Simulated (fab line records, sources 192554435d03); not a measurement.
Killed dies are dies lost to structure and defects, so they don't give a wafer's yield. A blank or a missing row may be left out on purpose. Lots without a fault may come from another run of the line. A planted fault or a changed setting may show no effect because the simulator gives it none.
A struck lot beside a sound one | flow n5_finfet | 43 steps out of a route of 1938
Sound: wafers L330.2, L330.3, L330.5. Struck: wafer L345.2. The cause comes at the end.
At each step with rows: each side's tool, then ch and its chambers, then its first start. Under that, the readings that differ: sound wafers | struck wafers | difference of the means | sigmas: that difference in standard deviations of wafers without a fault.
alike: readings whose means differ by less than 2 such deviations, and words and numbers that are the same on both sides. not compared: withheld readings, readings that some wafer has no value for, bounds like >300 that may hide the same value, and numbers for which the record gives no deviation and whose values overlap.
The two part at a step that has a row with sigmas, a row that says differs or no value, or rows on one side only. Numbers that don't overlap but have no deviation are shown without sigmas and don't part them. A reading that every wafer of one side lacks parts them only if that side has two wafers or more.

first, 1 step without rows for these wafers: N5_BEOL_M6_ALD_77 (deposits TaN, target thk 2 nm, pulse time 2 s, purge time 3 s).
N5_BEOL_M6_SURFACE_TREAT_79:
  sound on pvd_sputter-03, day 9 15:55; struck on pvd_sputter-01, day 13 08:28
  not compared: throttle_valve_pct
then, 1 step without rows for these wafers: N5_BEOL_M6_CVD_78 (deposits Co from CCTBA/H2, target thk 2 nm, time 142.3 s).
N5_BEOL_M6_SPUTTER_48: material Cu, target thk 10 nm, time 1.667 s.
  sound on pvd_sputter-02, day 9 16:07; struck on pvd_sputter-02, day 13 08:39
  alike: chuck_gas_flow_sccm, throttle_valve_pct
then, 3 steps without rows for these wafers: N5_BEOL_M6_ECD_50 (material Cu, target thk 300 nm); N5_BEOL_M6_ANNEAL_51 (time 90 s); N5_BEOL_M6_CMP_52 (polishes, stops on SiCOH lowk, t overpolish 6.9 s, target thk 80 nm).
N5_BEOL_M6_THK_MEAS_53: measures by xrf.
  sound on film_metro-01, day 9 16:55; struck on film_metro-01, day 13 09:31
  alike: M6_THK
then, 2 steps without rows for these wafers: N5_BEOL_M6_PRE_CLEAN_55 (time 15 s); N5_BEOL_M6_DEP_56 (deposits SiCN from 3MS/NH3, target thk 10 nm, time 17.5 s).
N5_BEOL_M6_RS_MEAS_57: measures by four-point-probe.
  sound on film_metro-01, day 9 17:02; struck on film_metro-02, day 13 09:39
  alike: M6_RS
N5_BEOL_M6_INSPECT_58: inspects for defects (darkfield).
  sound on defect_inspect-02, day 9 17:04; struck on defect_inspect-02, day 13 09:40
  reading          | sound    | struck | difference | sigmas
  raw_defect_count | 49 63 68 | 102    | +42        | +2
N5_BEOL_M7_ILD_DEP_00: deposits SiCOH lowk from DEMS/porogen, target thk 179.75 nm, time 33.4 s.
  sound on pecvd-03 ch 0,2, day 9 17:06; struck on pecvd-03 ch 0, day 13 09:43
  reading                                            | sound                | struck | difference | sigmas
  susceptor_temp_C (C)                               | 299.87 300.46 300.29 | 310.50 | +10.29     | +51
  model.SiCOH_lowk_of_BEOL_M7_ILD_DEP_00.thk_nm (nm) | 177.4 178.6 180      | 170.8  | -7.9       |
  alike: heater_power_w, showerhead_plenum_p_Torr, throttle_valve_pct
then, 1 step without rows for these wafers: N5_BEOL_M7_CURE_74 (cures SiCOH lowk, time 240 s).
N5_BEOL_M7_THK_MEAS_01:
  sound on film_metro-02, day 9 19:07; struck on film_metro-02, day 13 10:25
  reading         | sound             | struck | difference | sigmas
  M7_ILD_THK (nm) | 152.9 154.0 155.1 | 147.2  | -6.8       | -4
N5_BEOL_M7_PECVD_70: deposits SiO2 from TEOS/O2, target thk 20 nm, time 22.7 s.
  sound on pecvd-04 ch 0,1, day 9 19:10; struck on pecvd-04 ch 1, day 13 10:28
  alike: heater_power_w, showerhead_plenum_p_Torr, throttle_valve_pct
then, 9 steps without rows for these wafers: N5_BEOL_M7_HM_DEP_02 (deposits TiN, target thk 20 nm); N5_BEOL_M7_COAT_59 (time 60 s, resist thk 100 nm); N5_BEOL_M7_COAT_60 (time 60 s, resist thk 35 nm); N5_BEOL_M7_COAT_05 (resist thk 90 nm); N5_BEOL_M7_EBR_07; N5_BEOL_M7_SOFTBAKE_06 (time 60 s); N5_BEOL_M7_EXPOSE_08 (exposes mask M7); N5_BEOL_M7_PEB_09 (peb time 60 s); N5_BEOL_M7_DEVELOP_10 (develop time 30 s).
N5_BEOL_M7_CD_MEAS_11: target cd 38.5 nm.
  sound on cd_sem-01 ch 0, day 9 19:58; struck on cd_sem-02 ch 0, day 13 12:38
  alike: cd_nm
N5_BEOL_M7_OVL_MEAS_12:
  sound on overlay-02 ch 0, day 9 19:59; struck on overlay-02 ch 0, day 13 12:40
  alike: M7_OVL
N5_BEOL_M7_INSPECT_13: inspects for defects (brightfield).
  sound on defect_inspect-02, day 9 20:01; struck on defect_inspect-01, day 13 12:41
  alike: raw_defect_count
then, 2 steps without rows for these wafers: N5_BEOL_M7_DESCUM_16 (chemistry O2, time 7.9 s); N5_BEOL_M7_ETCH_61 (etches SiARC in CF4, target depth 45.5 nm, time 75.8 s).
N5_BEOL_M7_ETCH_62: etches SOC in N2/H2, target depth 110 nm, overetch 22 nm, time 165 s.
  sound on rie_diel-02 ch 0,2, day 9 20:08; struck on rie_diel-03 ch 2, day 13 12:49
  alike: drypump_motor_current_A, oes_product_au, rf_vpp_V, showerhead_plenum_p_Torr, throttle_valve_pct
  not compared: rf_hours_counter_h
then, 2 steps without rows for these wafers: N5_BEOL_M7_STRIP_68 (strips in N2/H2); N5_BEOL_M7_STRIP_67 (strips in CF4).
N5_BEOL_M7_HM_OPEN_17: chemistry Cl2/BCl3, target TiN, target depth 20 nm, overetch 6 nm.
  sound on rie_metal-03 ch 0,1, day 9 20:20; struck on rie_metal-01 ch 0, day 13 13:00
  reading                     | sound          | struck | difference | sigmas
  drypump_motor_current_A (A) | 6.05 6.32 6.32 | 5.24   | -0.99      | -3
  alike: oes_product_au, throttle_valve_pct
  not compared: rf_hours_counter_h
then, 1 step without rows for these wafers: N5_BEOL_M7_STRIP_19 (strips in O2).
N5_BEOL_M7_CD_MEAS_18: pitch 80 nm, target cd 40 nm.
  sound on cd_sem-02, day 9 20:31; struck on cd_sem-01, day 13 13:11
  alike: cd_nm
then, 6 steps without rows for these wafers: N5_BEOL_M7_COAT_63 (time 60 s, resist thk 60 nm); N5_BEOL_M7_COAT_64 (time 60 s, resist thk 12 nm); N5_BEOL_M7_COAT_71 (time 60 s, resist thk 5 nm); N5_BEOL_M7_COAT_22 (resist thk 30 nm); N5_BEOL_M7_EBR_24; N5_BEOL_M7_SOFTBAKE_23 (time 60 s).
N5_BEOL_M7_CMP_52: polishes, stops on SiCOH lowk, t overpolish 6.9 s, target thk 80 nm.
  sound on cmp-01 ch 0,2,3, day 10 01:44; struck on cmp-04 ch 0, day 13 17:37
  reading                                            | sound         | struck | difference | sigmas
  model.SiCOH_lowk_of_BEOL_M7_ILD_DEP_00.thk_nm (nm) | 150 151 152.2 | 144.2  | -6.9       |
  alike: motor_current_A

WHERE THEY PART
First at N5_BEOL_M6_INSPECT_58; last, within this record, at N5_BEOL_M7_HM_OPEN_17. Later steps at which nothing parts them and some readings are alike: N5_BEOL_M7_CD_MEAS_18, N5_BEOL_M7_CMP_52.

WHY: what the simulator had put in
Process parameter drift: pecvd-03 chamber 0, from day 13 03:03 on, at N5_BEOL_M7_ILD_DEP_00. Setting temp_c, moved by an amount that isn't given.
